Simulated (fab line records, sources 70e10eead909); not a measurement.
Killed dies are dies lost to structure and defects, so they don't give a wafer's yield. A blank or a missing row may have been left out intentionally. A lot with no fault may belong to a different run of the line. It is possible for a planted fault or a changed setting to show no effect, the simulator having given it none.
fab line records :: flow nand-harc
record
  lots=13
  wafers=39
  last-day=33
route steps=1302 shown P_M0@273 P_M1@293 END@1302
lots that met no fault: from a run of the same line without faults
start-h: hours from the record's first day to the start of the lot's first wafer shown :: wait-h: how many hours have passed since the lot's step before this one :: " the same as in the row above :: L1.1+2: several wafers, shown together as one row :: - no value, or no start given :: * or withheld: withheld :: < > ~ a bound
route shown NAME@n: a module of which the file shows steps, and the number in the route of the first :: usual: average and standard deviation across the fault-free wafers :: same: alike in all rows :: chamber/n: place in a boat :: sites: the reading at each site :: _std_site: standard deviation of those values :: _edge_site: outer sites' mean less inner sites' :: radius-mm: how far each site lies from the wafer's centre :: mask NAME#n: copy n :: behind: the most recent tool/chamber to have shaped the wafer :: hold: why the lot went on hold/how many hours it stayed there/how the hold came to an end :: device: which transistor (n, p or np) failed to switch :: end of line: tests of these same wafers at the route's end :: a step given without rows: its recipe and nothing more :: killed: at the first sort, the dies lost to defects and structure; wafer yield is something else :: map: a wafer's dies, x killed, . not, _ none there
set.NAME: the run value of the setting; set.NAME@STEP: its run value at that earlier step :: model.NAME: the simulator's own value behind a step, which no gauge read
route steps across a sampled set of lots; one table per step, one row per wafer
services: when a tool's chamber went out of use (start-h, in hours from the record's first day, below 0 if earlier), for how many hours, and the reason
## steps
# step NHARC_P_M0_PRE_CLEAN_29
# recipe
  time-s=30
  temp-c=280
  gas=H2/He
# usual
  heater-power-w=420/39
lot.wafer: L911.4
tool: pvd-sputter-03
chamber: -
start-h: -
wait-h: -
heater-power-w: 448

lot.wafer: L911.1
tool: pvd-sputter-03
chamber: -
start-h: -
wait-h: -
heater-power-w: 400

lot.wafer: L911.5
tool: pvd-sputter-03
chamber: -
start-h: -
wait-h: -
heater-power-w: 453

lot.wafer: L912.1
tool: pvd-sputter-01
chamber: -
start-h: -
wait-h: -
heater-power-w: 454

lot.wafer: L912.6
tool: pvd-sputter-01
chamber: -
start-h: -
wait-h: -
heater-power-w: 408

lot.wafer: L912.5
tool: pvd-sputter-01
chamber: -
start-h: -
wait-h: -
heater-power-w: 445

lot.wafer: L913.3
tool: pvd-sputter-03
chamber: -
start-h: -
wait-h: -
heater-power-w: 432

lot.wafer: L913.4
tool: pvd-sputter-03
chamber: -
start-h: -
wait-h: -
heater-power-w: 443

lot.wafer: L913.2
tool: pvd-sputter-03
chamber: -
start-h: -
wait-h: -
heater-power-w: 405

lot.wafer: L914.2
tool: pvd-sputter-03
chamber: -
start-h: -
wait-h: -
heater-power-w: 393

lot.wafer: L914.5
tool: pvd-sputter-03
chamber: -
start-h: -
wait-h: -
heater-power-w: 433

lot.wafer: L914.6
tool: pvd-sputter-03
chamber: -
start-h: -
wait-h: -
heater-power-w: 404

lot.wafer: L915.1
tool: pvd-sputter-03
chamber: -
start-h: -
wait-h: -
heater-power-w: 448

lot.wafer: L915.3
tool: pvd-sputter-03
chamber: -
start-h: -
wait-h: -
heater-power-w: 412

lot.wafer: L915.5
tool: pvd-sputter-03
chamber: -
start-h: -
wait-h: -
heater-power-w: 448

lot.wafer: L916.3
tool: pvd-sputter-01
chamber: -
start-h: -
wait-h: -
heater-power-w: 453

lot.wafer: L916.5
tool: pvd-sputter-01
chamber: -
start-h: -
wait-h: -
heater-power-w: 451

lot.wafer: L916.6
tool: pvd-sputter-01
chamber: -
start-h: -
wait-h: -
heater-power-w: 435

lot.wafer: L921.3
tool: pvd-sputter-03
chamber: -
start-h: -
wait-h: -
heater-power-w: 405

lot.wafer: L921.2
tool: pvd-sputter-03
chamber: -
start-h: -
wait-h: -
heater-power-w: 444

lot.wafer: L921.6
tool: pvd-sputter-03
chamber: -
start-h: -
wait-h: -
heater-power-w: 422

lot.wafer: L924.4
tool: pvd-sputter-02
chamber: -
start-h: -
wait-h: -
heater-power-w: 412

lot.wafer: L924.2
tool: pvd-sputter-02
chamber: -
start-h: -
wait-h: -
heater-power-w: 378

lot.wafer: L924.5
tool: pvd-sputter-02
chamber: -
start-h: -
wait-h: -
heater-power-w: 420

lot.wafer: L930.3
tool: pvd-sputter-03
chamber: -
start-h: -
wait-h: -
heater-power-w: 422

lot.wafer: L930.6
tool: pvd-sputter-03
chamber: -
start-h: -
wait-h: -
heater-power-w: 406

lot.wafer: L930.5
tool: pvd-sputter-03
chamber: -
start-h: -
wait-h: -
heater-power-w: 443

lot.wafer: L931.1
tool: pvd-sputter-01
chamber: -
start-h: -
wait-h: -
heater-power-w: 401

lot.wafer: L931.4
tool: pvd-sputter-01
chamber: -
start-h: -
wait-h: -
heater-power-w: 433

lot.wafer: L931.5
tool: pvd-sputter-01
chamber: -
start-h: -
wait-h: -
heater-power-w: 411

lot.wafer: L932.2
tool: pvd-sputter-01
chamber: -
start-h: -
wait-h: -
heater-power-w: 433

lot.wafer: L932.6
tool: pvd-sputter-01
chamber: -
start-h: -
wait-h: -
heater-power-w: 424

lot.wafer: L932.5
tool: pvd-sputter-01
chamber: -
start-h: -
wait-h: -
heater-power-w: 362

lot.wafer: L933.1
tool: pvd-sputter-02
chamber: -
start-h: -
wait-h: -
heater-power-w: 420

lot.wafer: L933.5
tool: pvd-sputter-02
chamber: -
start-h: -
wait-h: -
heater-power-w: 387

lot.wafer: L933.6
tool: pvd-sputter-02
chamber: -
start-h: -
wait-h: -
heater-power-w: 559

lot.wafer: L934.1
tool: pvd-sputter-02
chamber: -
start-h: -
wait-h: -
heater-power-w: 427

lot.wafer: L934.4
tool: pvd-sputter-02
chamber: -
start-h: -
wait-h: -
heater-power-w: 559

lot.wafer: L934.5
tool: pvd-sputter-02
chamber: -
start-h: -
wait-h: -
heater-power-w: 413
# step NHARC_P_M0_CMP_23
# recipe
  t-overpolish-s=20
  target-thk-nm=117.54
# usual
  motor-current-A=11.6/1.1
  time-to-endpoint-s=27.3/2.7
lot.wafer: L911.4
tool: cmp-01
chamber: 1
start-h: 123.56
wait-h: -
motor-current-A: 11.5
time-to-endpoint-s: 25.0

lot.wafer: L911.1
tool: cmp-01
chamber: 2
start-h: 123.56
wait-h: -
motor-current-A: 10.7
time-to-endpoint-s: 29.7

lot.wafer: L911.5
tool: cmp-01
chamber: 3
start-h: 123.56
wait-h: -
motor-current-A: 10.8
time-to-endpoint-s: 27.0

lot.wafer: L912.1
tool: cmp-01
chamber: 0
start-h: 130.85
wait-h: -
motor-current-A: 11.2
time-to-endpoint-s: 27.6

lot.wafer: L912.5
tool: cmp-01
chamber: 3
start-h: 130.85
wait-h: -
motor-current-A: 10.9
time-to-endpoint-s: 26.7

lot.wafer: L912.6
tool: cmp-01
chamber: 0
start-h: 130.85
wait-h: -
motor-current-A: 12.2
time-to-endpoint-s: 25.7

lot.wafer: L913.4
tool: cmp-01
chamber: 2
start-h: 143.94
wait-h: -
motor-current-A: 11.3
time-to-endpoint-s: 25.7

lot.wafer: L913.3
tool: cmp-01
chamber: 3
start-h: 143.94
wait-h: -
motor-current-A: 11.4
time-to-endpoint-s: 27.0

lot.wafer: L913.2
tool: cmp-01
chamber: 0
start-h: 143.94
wait-h: -
motor-current-A: 11.8
time-to-endpoint-s: 27.3

lot.wafer: L914.2
tool: cmp-02
chamber: 3
start-h: 149.47
wait-h: -
motor-current-A: 13.4
time-to-endpoint-s: 29.1

lot.wafer: L914.6
tool: cmp-02
chamber: 1
start-h: 149.47
wait-h: -
motor-current-A: 10.1
time-to-endpoint-s: 27.4

lot.wafer: L914.5
tool: cmp-02
chamber: 2
start-h: 149.47
wait-h: -
motor-current-A: 12.2
time-to-endpoint-s: 25.8

lot.wafer: L915.1
tool: cmp-01
chamber: 1
start-h: 159.99
wait-h: -
motor-current-A: 12.2
time-to-endpoint-s: 29.1

lot.wafer: L915.3
tool: cmp-01
chamber: 0
start-h: 159.99
wait-h: -
motor-current-A: 12.4
time-to-endpoint-s: 30.6

lot.wafer: L915.5
tool: cmp-01
chamber: 1
start-h: 159.99
wait-h: -
motor-current-A: 11.7
time-to-endpoint-s: 27.0

lot.wafer: L916.3
tool: cmp-03
chamber: 3
start-h: 170.64
wait-h: -
motor-current-A: 11.6
time-to-endpoint-s: 22.8

lot.wafer: L916.5
tool: cmp-03
chamber: 0
start-h: 170.64
wait-h: -
motor-current-A: 11.9
time-to-endpoint-s: 23.0

lot.wafer: L916.6
tool: cmp-03
chamber: 1
start-h: 170.64
wait-h: -
motor-current-A: 9.7
time-to-endpoint-s: 24.9

lot.wafer: L921.3
tool: cmp-01
chamber: 0
start-h: 224.96
wait-h: -
motor-current-A: 11.7
time-to-endpoint-s: 28.9

lot.wafer: L921.2
tool: cmp-01
chamber: 2
start-h: 224.96
wait-h: -
motor-current-A: 11.4
time-to-endpoint-s: 29.7

lot.wafer: L921.6
tool: cmp-01
chamber: 3
start-h: 224.96
wait-h: -
motor-current-A: 10.5
time-to-endpoint-s: 31.5

lot.wafer: L924.2
tool: cmp-02
chamber: 2
start-h: 250.68
wait-h: -
motor-current-A: 12.0
time-to-endpoint-s: 23.2

lot.wafer: L924.4
tool: cmp-02
chamber: 3
start-h: 250.68
wait-h: -
motor-current-A: 12.7
time-to-endpoint-s: 27.1

lot.wafer: L924.5
tool: cmp-02
chamber: 0
start-h: 250.68
wait-h: -
motor-current-A: 10.7
time-to-endpoint-s: 26.5

lot.wafer: L930.3
tool: cmp-03
chamber: 1
start-h: 319.98
wait-h: -
motor-current-A: 9.7
time-to-endpoint-s: 31.7

lot.wafer: L930.6
tool: cmp-03
chamber: 0
start-h: 319.98
wait-h: -
motor-current-A: 12.1
time-to-endpoint-s: 30.8

lot.wafer: L930.5
tool: cmp-03
chamber: 1
start-h: 319.98
wait-h: -
motor-current-A: 9.9
time-to-endpoint-s: 29.2

lot.wafer: L931.1
tool: cmp-02
chamber: 2
start-h: 320.66
wait-h: -
motor-current-A: 12.1
time-to-endpoint-s: 22.7

lot.wafer: L931.4
tool: cmp-02
chamber: 0
start-h: 320.66
wait-h: -
motor-current-A: 11.3
time-to-endpoint-s: 23.3

lot.wafer: L931.5
tool: cmp-02
chamber: 1
start-h: 320.66
wait-h: -
motor-current-A: 10.4
time-to-endpoint-s: 23.0

lot.wafer: L932.2
tool: cmp-02
chamber: 2
start-h: 337.32
wait-h: -
motor-current-A: 12.1
time-to-endpoint-s: 20.4

lot.wafer: L932.5
tool: cmp-02
chamber: 3
start-h: 337.32
wait-h: -
motor-current-A: 12.8
time-to-endpoint-s: 28.2

lot.wafer: L932.6
tool: cmp-02
chamber: 0
start-h: 337.32
wait-h: -
motor-current-A: 11.2
time-to-endpoint-s: 25.7

lot.wafer: L933.1
tool: cmp-02
chamber: 3
start-h: 341.15
wait-h: -
motor-current-A: 12.9
time-to-endpoint-s: 26.9

lot.wafer: L933.6
tool: cmp-02
chamber: 2
start-h: 341.15
wait-h: -
motor-current-A: 12.9
time-to-endpoint-s: 22.8

lot.wafer: L933.5
tool: cmp-02
chamber: 3
start-h: 341.15
wait-h: -
motor-current-A: 13.4
time-to-endpoint-s: 26.5

lot.wafer: L934.1
tool: cmp-02
chamber: 3
start-h: 348.66
wait-h: -
motor-current-A: 13.5
time-to-endpoint-s: 27.2

lot.wafer: L934.4
tool: cmp-02
chamber: 2
start-h: 348.66
wait-h: -
motor-current-A: 11.9
time-to-endpoint-s: 21.9

lot.wafer: L934.5
tool: cmp-02
chamber: 3
start-h: 348.66
wait-h: -
motor-current-A: 13.0
time-to-endpoint-s: 28.1
# step NHARC_P_M0_PRE_CLEAN_31
# recipe
  time-s=12
  temp-c=370
  rf-power-w=300
  gas=NH3
# usual
  heater-power-w=640/89
lot.wafer: L911.1
tool: pecvd-04
chamber: 2
start-h: 124.07
wait-h: 0.1
heater-power-w: 694

lot.wafer: L911.5
tool: pecvd-04
chamber: 1
start-h: 124.07
wait-h: 0.1
heater-power-w: 726

lot.wafer: L911.4
tool: pecvd-04
chamber: 2
start-h: 124.07
wait-h: 0.1
heater-power-w: 695

lot.wafer: L912.1
tool: pecvd-04
chamber: 0
start-h: 131.38
wait-h: 0.1
heater-power-w: 653

lot.wafer: L912.6
tool: pecvd-04
chamber: 2
start-h: 131.38
wait-h: 0.1
heater-power-w: 667

lot.wafer: L912.5
tool: pecvd-04
chamber: 1
start-h: 131.38
wait-h: 0.1
heater-power-w: 762

lot.wafer: L913.2
tool: pecvd-04
chamber: 0
start-h: 144.45
wait-h: 0.1
heater-power-w: 677

lot.wafer: L913.3
tool: pecvd-04
chamber: 2
start-h: 144.45
wait-h: 0.1
heater-power-w: 702

lot.wafer: L913.4
tool: pecvd-04
chamber: 0
start-h: 144.45
wait-h: 0.1
heater-power-w: 693

lot.wafer: L914.2
tool: pecvd-03
chamber: 0
start-h: 149.96
wait-h: 0.1
heater-power-w: 494

lot.wafer: L914.5
tool: pecvd-03
chamber: 2
start-h: 149.96
wait-h: 0.1
heater-power-w: 703

lot.wafer: L914.6
tool: pecvd-03
chamber: 0
start-h: 149.96
wait-h: 0.1
heater-power-w: 491

lot.wafer: L915.1
tool: pecvd-03
chamber: 0
start-h: 160.53
wait-h: 0.1
heater-power-w: 498

lot.wafer: L915.3
tool: pecvd-03
chamber: 2
start-h: 160.53
wait-h: 0.1
heater-power-w: 661

lot.wafer: L915.5
tool: pecvd-03
chamber: 1
start-h: 160.53
wait-h: 0.1
heater-power-w: 684

lot.wafer: L916.3
tool: pecvd-04
chamber: 1
start-h: 171.11
wait-h: 0.1
heater-power-w: 797

lot.wafer: L916.6
tool: pecvd-04
chamber: 0
start-h: 171.11
wait-h: 0.1
heater-power-w: 622

lot.wafer: L916.5
tool: pecvd-04
chamber: 2
start-h: 171.11
wait-h: 0.1
heater-power-w: 591

lot.wafer: L921.2
tool: pecvd-01
chamber: 0
start-h: 225.47
wait-h: 0.1
heater-power-w: 782

lot.wafer: L921.3
tool: pecvd-01
chamber: 2
start-h: 225.47
wait-h: 0.1
heater-power-w: 477

lot.wafer: L921.6
tool: pecvd-01
chamber: 2
start-h: 225.47
wait-h: 0.1
heater-power-w: 475

lot.wafer: L924.2
tool: pecvd-01
chamber: 0
start-h: 251.17
wait-h: 0.1
heater-power-w: 689

lot.wafer: L924.4
tool: pecvd-01
chamber: 2
start-h: 251.17
wait-h: 0.1
heater-power-w: 486

lot.wafer: L924.5
tool: pecvd-01
chamber: 1
start-h: 251.17
wait-h: 0.1
heater-power-w: 633

lot.wafer: L930.3
tool: pecvd-03
chamber: 0
start-h: 320.52
wait-h: 0.1
heater-power-w: 522

lot.wafer: L930.6
tool: pecvd-03
chamber: 1
start-h: 320.52
wait-h: 0.1
heater-power-w: 658

lot.wafer: L930.5
tool: pecvd-03
chamber: 2
start-h: 320.52
wait-h: 0.1
heater-power-w: 677

lot.wafer: L931.1
tool: pecvd-03
chamber: 2
start-h: 321.21
wait-h: 0.1
heater-power-w: 608

lot.wafer: L931.5
tool: pecvd-03
chamber: 1
start-h: 321.21
wait-h: 0.1
heater-power-w: 647

lot.wafer: L931.4
tool: pecvd-03
chamber: 0
start-h: 321.21
wait-h: 0.1
heater-power-w: 473

lot.wafer: L932.2
tool: pecvd-03
chamber: 2
start-h: 337.77
wait-h: 0.1
heater-power-w: 666

lot.wafer: L932.6
tool: pecvd-03
chamber: 2
start-h: 337.77
wait-h: 0.1
heater-power-w: 676

lot.wafer: L932.5
tool: pecvd-03
chamber: 1
start-h: 337.77
wait-h: 0.1
heater-power-w: 666

lot.wafer: L933.1
tool: pecvd-01
chamber: 2
start-h: 341.72
wait-h: 0.1
heater-power-w: 493

lot.wafer: L933.6
tool: pecvd-01
chamber: 0
start-h: 341.72
wait-h: 0.1
heater-power-w: 780

lot.wafer: L933.5
tool: pecvd-01
chamber: 2
start-h: 341.72
wait-h: 0.1
heater-power-w: 500

lot.wafer: L934.1
tool: pecvd-04
chamber: 2
start-h: 349.21
wait-h: 0.1
heater-power-w: 590

lot.wafer: L934.4
tool: pecvd-04
chamber: 1
start-h: 349.21
wait-h: 0.1
heater-power-w: 683

lot.wafer: L934.5
tool: pecvd-04
chamber: 0
start-h: 349.21
wait-h: 0.1
heater-power-w: 668
# step NHARC_P_M1_PEB_07
# recipe
  peb-temp-c=100
  peb-time-s=65
# usual
  heater-power-total-W=156.6/0.41
lot.wafer: L911.1
tool: litho-track-01
chamber: 0
start-h: 125.28
wait-h: 0.1
heater-power-total-W: 156.2

lot.wafer: L911.4
tool: litho-track-01
chamber: 0
start-h: 125.28
wait-h: 0.1
heater-power-total-W: 157.1

lot.wafer: L911.5
tool: litho-track-01
chamber: 0
start-h: 125.28
wait-h: 0.1
heater-power-total-W: 156.5

lot.wafer: L912.1
tool: litho-track-04
chamber: 0
start-h: 132.59
wait-h: 0.1
heater-power-total-W: 156.3

lot.wafer: L912.5
tool: litho-track-04
chamber: 0
start-h: 132.59
wait-h: 0.1
heater-power-total-W: 156.9

lot.wafer: L912.6
tool: litho-track-04
chamber: 0
start-h: 132.59
wait-h: 0.1
heater-power-total-W: 156.3

lot.wafer: L913.2
tool: litho-track-01
chamber: 0
start-h: 145.70
wait-h: 0.1
heater-power-total-W: 157.1

lot.wafer: L913.3
tool: litho-track-01
chamber: 0
start-h: 145.70
wait-h: 0.1
heater-power-total-W: 156.1

lot.wafer: L913.4
tool: litho-track-01
chamber: 0
start-h: 145.70
wait-h: 0.1
heater-power-total-W: 157.1

lot.wafer: L914.2
tool: litho-track-04
chamber: 0
start-h: 151.04
wait-h: 0.1
heater-power-total-W: 156.0

lot.wafer: L914.5
tool: litho-track-04
chamber: 0
start-h: 151.04
wait-h: 0.1
heater-power-total-W: 156.6

lot.wafer: L914.6
tool: litho-track-04
chamber: 0
start-h: 151.04
wait-h: 0.1
heater-power-total-W: 156.4

lot.wafer: L915.1
tool: litho-track-04
chamber: 0
start-h: 161.78
wait-h: 0.1
heater-power-total-W: 156.6

lot.wafer: L915.3
tool: litho-track-04
chamber: 0
start-h: 161.78
wait-h: 0.1
heater-power-total-W: 156.0

lot.wafer: L915.5
tool: litho-track-04
chamber: 0
start-h: 161.78
wait-h: 0.1
heater-power-total-W: 156.0

lot.wafer: L916.3
tool: litho-track-04
chamber: 0
start-h: 172.35
wait-h: 0.0
heater-power-total-W: 157.1

lot.wafer: L916.5
tool: litho-track-04
chamber: 0
start-h: 172.35
wait-h: 0.0
heater-power-total-W: 156.3

lot.wafer: L916.6
tool: litho-track-04
chamber: 0
start-h: 172.35
wait-h: 0.0
heater-power-total-W: 156.0

lot.wafer: L921.2
tool: litho-track-06
chamber: 0
start-h: 226.57
wait-h: 0.1
heater-power-total-W: 186.0

lot.wafer: L921.3
tool: litho-track-06
chamber: 0
start-h: 226.57
wait-h: 0.1
heater-power-total-W: 156.4

lot.wafer: L921.6
tool: litho-track-06
chamber: 0
start-h: 226.57
wait-h: 0.1
heater-power-total-W: 187.2

lot.wafer: L924.2
tool: litho-track-06
chamber: 0
start-h: 252.42
wait-h: 0.1
heater-power-total-W: 186.8

lot.wafer: L924.4
tool: litho-track-06
chamber: 0
start-h: 252.42
wait-h: 0.1
heater-power-total-W: 156.6

lot.wafer: L924.5
tool: litho-track-06
chamber: 0
start-h: 252.42
wait-h: 0.1
heater-power-total-W: 186.2

lot.wafer: L930.3
tool: litho-track-06
chamber: 0
start-h: 321.61
wait-h: 0.0
heater-power-total-W: 157.1

lot.wafer: L930.5
tool: litho-track-06
chamber: 0
start-h: 321.61
wait-h: 0.0
heater-power-total-W: 157.0

lot.wafer: L930.6
tool: litho-track-06
chamber: 0
start-h: 321.61
wait-h: 0.0
heater-power-total-W: 156.7

lot.wafer: L931.1
tool: litho-track-06
chamber: 0
start-h: 322.44
wait-h: 0.1
heater-power-total-W: 157.1

lot.wafer: L931.4
tool: litho-track-06
chamber: 0
start-h: 322.44
wait-h: 0.1
heater-power-total-W: 157.3

lot.wafer: L931.5
tool: litho-track-06
chamber: 0
start-h: 322.44
wait-h: 0.1
heater-power-total-W: 157.0

lot.wafer: L932.2
tool: litho-track-06
chamber: 0
start-h: 339.03
wait-h: 0.1
heater-power-total-W: 156.3

lot.wafer: L932.5
tool: litho-track-06
chamber: 0
start-h: 339.03
wait-h: 0.1
heater-power-total-W: 156.5

lot.wafer: L932.6
tool: litho-track-06
chamber: 0
start-h: 339.03
wait-h: 0.1
heater-power-total-W: 156.1

lot.wafer: L933.1
tool: litho-track-04
chamber: 0
start-h: 342.81
wait-h: 0.1
heater-power-total-W: 156.6

lot.wafer: L933.5
tool: litho-track-04
chamber: 0
start-h: 342.81
wait-h: 0.1
heater-power-total-W: 156.9

lot.wafer: L933.6
tool: litho-track-04
chamber: 0
start-h: 342.81
wait-h: 0.1
heater-power-total-W: 156.1

lot.wafer: L934.1
tool: litho-track-01
chamber: 0
start-h: 350.44
wait-h: 0.1
heater-power-total-W: 157.1

lot.wafer: L934.4
tool: litho-track-01
chamber: 0
start-h: 350.44
wait-h: 0.1
heater-power-total-W: 156.3

lot.wafer: L934.5
tool: litho-track-01
chamber: 0
start-h: 350.44
wait-h: 0.1
heater-power-total-W: 157.1
# step NHARC_P_M1_CD_MEAS_09
# recipe
  target-cd-nm=130
  landing-energy-ev=500
# usual
  cd-nm=130.3/0.59
lot.wafer: L911.1
tool: cd-sem-01
chamber: 0
start-h: 125.36
wait-h: -
cd-nm: 130.8

lot.wafer: L911.4
tool: cd-sem-01
chamber: 0
start-h: 125.36
wait-h: -
cd-nm: 130.6

lot.wafer: L911.5
tool: cd-sem-01
chamber: 0
start-h: 125.36
wait-h: -
cd-nm: 130.3

lot.wafer: L912.1
tool: cd-sem-03
chamber: 0
start-h: 132.67
wait-h: -
cd-nm: 130.0

lot.wafer: L912.5
tool: cd-sem-03
chamber: 0
start-h: 132.67
wait-h: -
cd-nm: 129.3

lot.wafer: L912.6
tool: cd-sem-03
chamber: 0
start-h: 132.67
wait-h: -
cd-nm: 129.2

lot.wafer: L913.2
tool: cd-sem-02
chamber: 0
start-h: 145.78
wait-h: -
cd-nm: 130.6

lot.wafer: L913.3
tool: cd-sem-02
chamber: 0
start-h: 145.78
wait-h: -
cd-nm: 129.3

lot.wafer: L913.4
tool: cd-sem-02
chamber: 0
start-h: 145.78
wait-h: -
cd-nm: 130.9

lot.wafer: L914.2
tool: cd-sem-03
chamber: 0
start-h: 151.12
wait-h: -
cd-nm: 129.5

lot.wafer: L914.5
tool: cd-sem-03
chamber: 0
start-h: 151.12
wait-h: -
cd-nm: 129.8

lot.wafer: L914.6
tool: cd-sem-03
chamber: 0
start-h: 151.12
wait-h: -
cd-nm: 130.0

lot.wafer: L915.1
tool: cd-sem-03
chamber: 0
start-h: 161.86
wait-h: -
cd-nm: 129.1

lot.wafer: L915.3
tool: cd-sem-03
chamber: 0
start-h: 161.86
wait-h: -
cd-nm: 129.6

lot.wafer: L915.5
tool: cd-sem-03
chamber: 0
start-h: 161.86
wait-h: -
cd-nm: 130.1

lot.wafer: L916.3
tool: cd-sem-03
chamber: 0
start-h: 172.43
wait-h: -
cd-nm: 128.9

lot.wafer: L916.5
tool: cd-sem-03
chamber: 0
start-h: 172.43
wait-h: -
cd-nm: 130.4

lot.wafer: L916.6
tool: cd-sem-03
chamber: 0
start-h: 172.43
wait-h: -
cd-nm: 129.4

lot.wafer: L921.2
tool: cd-sem-01
chamber: 0
start-h: 226.65
wait-h: -
cd-nm: 118.8

lot.wafer: L921.3
tool: cd-sem-01
chamber: 0
start-h: 226.65
wait-h: -
cd-nm: 130.6

lot.wafer: L921.6
tool: cd-sem-01
chamber: 0
start-h: 226.65
wait-h: -
cd-nm: 118.1

lot.wafer: L924.2
tool: cd-sem-02
chamber: 0
start-h: 252.50
wait-h: -
cd-nm: 118.4

lot.wafer: L924.4
tool: cd-sem-02
chamber: 0
start-h: 252.50
wait-h: -
cd-nm: 131.1

lot.wafer: L924.5
tool: cd-sem-02
chamber: 0
start-h: 252.50
wait-h: -
cd-nm: 118.7

lot.wafer: L930.3
tool: cd-sem-03
chamber: 0
start-h: 321.70
wait-h: -
cd-nm: 129.9

lot.wafer: L930.5
tool: cd-sem-03
chamber: 0
start-h: 321.70
wait-h: -
cd-nm: 130.4

lot.wafer: L930.6
tool: cd-sem-03
chamber: 0
start-h: 321.70
wait-h: -
cd-nm: 129.5

lot.wafer: L931.1
tool: cd-sem-01
chamber: 0
start-h: 322.52
wait-h: -
cd-nm: 129.8

lot.wafer: L931.4
tool: cd-sem-01
chamber: 0
start-h: 322.52
wait-h: -
cd-nm: 129.9

lot.wafer: L931.5
tool: cd-sem-01
chamber: 0
start-h: 322.52
wait-h: -
cd-nm: 130.8

lot.wafer: L932.2
tool: cd-sem-01
chamber: 0
start-h: 339.11
wait-h: -
cd-nm: 130.4

lot.wafer: L932.5
tool: cd-sem-01
chamber: 0
start-h: 339.11
wait-h: -
cd-nm: 130.4

lot.wafer: L932.6
tool: cd-sem-01
chamber: 0
start-h: 339.11
wait-h: -
cd-nm: 130.4

lot.wafer: L933.1
tool: cd-sem-03
chamber: 0
start-h: 342.89
wait-h: -
cd-nm: 129.7

lot.wafer: L933.5
tool: cd-sem-03
chamber: 0
start-h: 342.89
wait-h: -
cd-nm: 130.1

lot.wafer: L933.6
tool: cd-sem-03
chamber: 0
start-h: 342.89
wait-h: -
cd-nm: 129.9

lot.wafer: L934.1
tool: cd-sem-03
chamber: 0
start-h: 350.52
wait-h: -
cd-nm: 130.8

lot.wafer: L934.4
tool: cd-sem-03
chamber: 0
start-h: 350.52
wait-h: -
cd-nm: 130.6

lot.wafer: L934.5
tool: cd-sem-03
chamber: 0
start-h: 350.52
wait-h: -
cd-nm: 131.1
# step NHARC_END_SORT_01
# recipe
  temp-c=25
# usual
  defect-limited-yield=90.2/2.3
  killed-at-array=62/15
  killed-at-other=0.8/1
  killed-at-periphery=3.7/2.6
  killed-dies=66/15
  killed-open=3.1/1.8
  killed-short=2.6/1.7
# same
  gross-dies=677
lot.wafer: L921.2
tool: prober-02
chamber: 0
start-h: 660.38
wait-h: 2.8
defect-limited-yield[%]: 89.4
killed-at-array: 67
killed-at-other: 0
killed-at-periphery: 5
killed-dies: 72
killed-open: 3
killed-short: 2

lot.wafer: L924.2
tool: prober-02
chamber: 0
start-h: 675.39
wait-h: 2.8
defect-limited-yield[%]: 86.6
killed-at-array: 78
killed-at-other: 0
killed-at-periphery: 13
killed-dies: 91
killed-open: 5
killed-short: 1

lot.wafer: L924.5
tool: prober-02
chamber: 0
start-h: 677.77
wait-h: 3.7
defect-limited-yield[%]: 84.8
killed-at-array: 96
killed-at-other: 0
killed-at-periphery: 7
killed-dies: 103
killed-open: 2
killed-short: 2
# killed by level:class
L921.2 A_SLIT:chamber-film-flake=39 A_CHANNEL_HOLE_D2:chamber-film-flake=16 A_CHANNEL_HOLE_D1:chamber-film-flake=5 A_CONTACT:chamber-film-flake=3 P_M1:area-peb=2 P_M2:geometric-particle:short=1 A_ONON_D2:geometric-particle:open=1 A_SGD_CUT:geometric-particle:short=1
L924.2 A_SLIT:chamber-film-flake=32 A_CHANNEL_HOLE_D1:chamber-film-flake=29 A_CHANNEL_HOLE_D2:chamber-film-flake=11 P_M2:chamber-film-flake=4 P_M0:geometric-particle:open=3 A_DECK1_JOINT:chamber-film-flake=3 P_GATE:chamber-film-flake=2 P_GATE:geometric-particle:open=1
L924.5 A_CHANNEL_HOLE_D1:chamber-film-flake=35 A_SLIT:chamber-film-flake=34 A_CHANNEL_HOLE_D2:chamber-film-flake=23 P_M2:chamber-film-flake=2 P_M1:area-peb=2 P_CONTACT:geometric-particle:open=1 A_CHANNEL_HOLE_D1:geometric-particle:short=1 A_DECK1_JOINT:geometric-particle:short=1
## services
tool: cmp-02
chamber: -
start-h: 134.50
hours: 4.0
kind: pm

tool: pvd-sputter-03
chamber: -
start-h: 143.57
hours: 1.6
kind: repair

tool: cmp-02
chamber: -
start-h: 150.57
hours: 1.8
kind: repair

tool: cmp-02
chamber: -
start-h: 163.26
hours: 11.0
kind: repair

tool: pvd-sputter-03
chamber: -
start-h: 170.00
hours: 10.0
kind: pm

tool: litho-track-06
chamber: -
start-h: 179.00
hours: 7.0
kind: pm

tool: cmp-01
chamber: -
start-h: 185.50
hours: 4.0
kind: pm

tool: pecvd-03
chamber: -
start-h: 185.56
hours: 13.0
kind: pm

tool: pecvd-04
chamber: -
start-h: 201.76
hours: 0.9
kind: repair

tool: litho-track-04
chamber: -
start-h: 203.00
hours: 7.0
kind: pm

tool: pecvd-03
chamber: -
start-h: 203.43
hours: 2.8
kind: repair

tool: pvd-sputter-01
chamber: -
start-h: 218.39
hours: 4.0
kind: repair

tool: pvd-sputter-01
chamber: -
start-h: 225.48
hours: 2.7
kind: repair

tool: pecvd-03
chamber: 1
start-h: 230.96
hours: 7.7
kind: repair

tool: cmp-02
chamber: -
start-h: 232.50
hours: 4.0
kind: pm

tool: pecvd-04
chamber: -
start-h: 276.10
hours: 13.0
kind: pm

tool: cmp-01
chamber: -
start-h: 283.50
hours: 4.0
kind: pm

tool: pecvd-04
chamber: -
start-h: 302.30
hours: 1.9
kind: repair

tool: pecvd-04
chamber: -
start-h: 315.63
hours: 1.8
kind: repair

tool: cmp-02
chamber: -
start-h: 330.57
hours: 4.0
kind: pm

tool: pecvd-03
chamber: -
start-h: 334.73
hours: 0.5
kind: repair

tool: pecvd-04
chamber: -
start-h: 337.61
hours: 0.6
kind: repair

tool: pvd-sputter-03
chamber: -
start-h: 348.00
hours: 10.0
kind: pm

tool: cmp-02
chamber: -
start-h: 349.59
hours: 0.7
kind: repair
## key
first-sign
  step=NHARC_P_M1_PEB_07
  reading=heater-power-total-W
  direction=up
  sigmas=74
  usual=*
  struck=*
effect
  step=NHARC_P_M1_CD_MEAS_09
  reading=cd-nm
  direction=down
  sigmas=20
  usual=130.3
  struck=118.5
met-at NHARC_P_M1_PEB_07
struck-lots L921,L924
struck-wafers L921.2,L921.6,L924.2,L924.5
not-acting-at NHARC_P_M0_PRE_CLEAN_29,NHARC_P_M0_CMP_23,NHARC_P_M0_PRE_CLEAN_31
fault
  kind=process-parameter-drift
  tool=litho-track-06
  chamber=-
  onset-h=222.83
  steps=NHARC_P_M1_PEB_07
  channel=peb-time-s
  offset=*
  shape=step
  end-h=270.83
  scope=struck-wafers-only
  acts-in=*
  stated=*
